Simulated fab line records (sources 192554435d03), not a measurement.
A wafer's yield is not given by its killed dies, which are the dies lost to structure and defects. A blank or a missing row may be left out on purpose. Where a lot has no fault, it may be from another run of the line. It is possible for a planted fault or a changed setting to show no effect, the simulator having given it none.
Lot-split experiment | flow n5-finfet | route with 1938 steps; 7 lots, 39 wafers read

ABOUT THE SPLIT
At N5_SD_EPI_P_EPI_21 (deposits SiGe:B, time 355 s), the setting time-s was moved away from the recipe's 355 s on 9 of the 39 wafers read, by -40.7% to -24.2%. This setting was run at the recipe's value on the other wafers.

The reading comes from the split's own step.

THE READING
SiGe-B_of_SD_EPI_P_EPI_21.thk-nm (the simulator's own value, which no gauge read), in nm, at N5_SD_EPI_P_EPI_21 (deposits SiGe:B, time 355 s). There is no usual value for it anywhere in the file. Across the 30 wafers here that went through the recipe, the average is 60.9 nm and the standard deviation 0.73 nm.

wafer  | tool, chamber at the split | time-s as run, s | against the recipe | SiGe-B_of_SD_EPI_P_EPI_21.thk-nm, nm | against lot-mates on the recipe
L077.1 | epi-rpcvd-03, 0            | 355              | recipe             | 61                                   | -
L077.2 | epi-rpcvd-03, 0            | 355              | recipe             | 61.6                                 | -
L077.5 | epi-rpcvd-03, 0            | 355              | recipe             | 61.6                                 | -
L077.6 | epi-rpcvd-03, 0            | 355              | recipe             | 61.6                                 | -
L077.3 | epi-rpcvd-03, 0            | 355              | recipe             | 61.8                                 | -
L077.4 | epi-rpcvd-03, 0            | 355              | recipe             | 61.8                                 | -
L078.1 | epi-rpcvd-02, 0            | 355              | recipe             | 60                                   | -
L078.6 | epi-rpcvd-02, 0            | 355              | recipe             | 60                                   | -
L078.2 | epi-rpcvd-02, 0            | 355              | recipe             | 59.8                                 | -
L078.3 | epi-rpcvd-02, 0            | 355              | recipe             | 59.6                                 | -
L078.4 | epi-rpcvd-02, 0            | 355              | recipe             | 60.2                                 | -
L078.5 | epi-rpcvd-02, 0            | 355              | recipe             | 60.2                                 | -
L084.1 | epi-rpcvd-03, 0            | 269              | -24.2%             | 50.4                                 | -10.6
L084.5 | epi-rpcvd-03, 0            | 269              | -24.2%             | 50.4                                 | -10.6
L084.2 | epi-rpcvd-03, 0            | 355              | recipe             | 61.8                                 | -
L084.3 | epi-rpcvd-03, 0            | 355              | recipe             | 60.6                                 | -
L084.6 | epi-rpcvd-03, 0            | 355              | recipe             | 60.6                                 | -
L084.4 | epi-rpcvd-03, 0            | 269              | -24.2%             | 49.8                                 | -11.2
L085.1 | epi-rpcvd-02, 0            | 355              | recipe             | 61                                   | -
L085.2 | epi-rpcvd-02, 0            | 355              | recipe             | 62                                   | -
L085.3 | epi-rpcvd-02, 0            | 355              | recipe             | 60.6                                 | -
L085.4 | epi-rpcvd-02, 0            | 210.4            | -40.7%             | 38.6                                 | -22.6
L085.5 | epi-rpcvd-02, 0            | 210.4            | -40.7%             | 39.4                                 | -21.8
L085.6 | epi-rpcvd-02, 0            | 210.4            | -40.7%             | 39.2                                 | -22.0
L088.1 | epi-rpcvd-02, 0            | 355              | recipe             | 61.6                                 | -
L088.2 | epi-rpcvd-02, 0            | 355              | recipe             | 60.8                                 | -
L088.3 | epi-rpcvd-02, 0            | 355              | recipe             | 60.6                                 | -
L088.4 | epi-rpcvd-02, 0            | 238.2            | -32.9%             | 44.6                                 | -16.4
L088.5 | epi-rpcvd-02, 0            | 238.2            | -32.9%             | 44.6                                 | -16.4
L088.6 | epi-rpcvd-02, 0            | 238.2            | -32.9%             | 44.2                                 | -16.8
L089.1 | epi-rpcvd-02, 0            | 355              | recipe             | 61.4                                 | -
L089.2 | epi-rpcvd-02, 0            | 355              | recipe             | 61                                   | -
L089.6 | epi-rpcvd-02, 0            | 355              | recipe             | 61                                   | -
L089.3 | epi-rpcvd-02, 0            | 355              | recipe             | 62.2                                 | -
L089.4 | epi-rpcvd-02, 0            | 355              | recipe             | 61.6                                 | -
L089.5 | epi-rpcvd-02, 0            | 355              | recipe             | 61.2                                 | -
L090.2 | epi-rpcvd-04, 0            | 355              | recipe             | 60.8                                 | -
L090.4 | epi-rpcvd-04, 0            | 355              | recipe             | 59.6                                 | -
L090.6 | epi-rpcvd-04, 0            | 355              | recipe             | 60.2                                 | -

THE FIT
A straight line over all 39 wafers: SiGe-B_of_SD_EPI_P_EPI_21.thk-nm changes by +0.51 nm for each +1% of time-s; r = +0.99; the points scatter about the line by 0.88 nm.
The same after taking each lot's own level away (the mean of its wafers on the recipe; 39 wafers): +0.515 nm for each +1%; r = +1.00; scatter 0.71 nm.
That fit puts the effect of the largest move of time-s on the reading at 21 nm.
Measured against the standard deviation above, the lots' own levels, which go from 59.97 to 61.57 nm, span 2.2 times it.
The two slopes agree, so the slope changes little with the lot-to-lot level.
Check: -20.6 nm against its lot-mates is what the line predicts for one of the wafers moved furthest among these (-40.7%) when that wafer is left out of the fit. It came out at -22.6 nm against them.

OTHER SPLITS ON THESE WAFERS
Note: prior to the reading, these wafers also went through further splits. Each is held against what the fit with the lots' levels taken away leaves over:
other split on the same wafers                    | wafers away from the commonest value | r with SiGe-B_of_SD_EPI_P_EPI_21.thk-nm (lot level and that fit taken away)
N5_PMOS_HMC_CHANNEL_EPI_DEVELOP_08 develop-time-s | 15                                   | +0.38

THE WHOLE CHAIN: every reading that the file lists as answering this split, in the file's order
step                    | what it does                | reading                                                                           | change (the file's fit)               | r (the file's)
N5_SD_EPI_P_EPI_21      | deposits SiGe:B, time 355 s | SiGe-B_of_SD_EPI_P_EPI_21.thk-nm (the simulator's own value, which no gauge read) | +0.513 nm for each +1% of the setting | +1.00
N5_SD_EPI_P_EPI_MEAS_23 |                             | thk-nm                                                                            | withheld for each +1% of the setting  | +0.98

FILE'S OWN FIT
SiGe-B_of_SD_EPI_P_EPI_21.thk-nm changes by +0.513 nm for each +1% of time-s, r = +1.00.
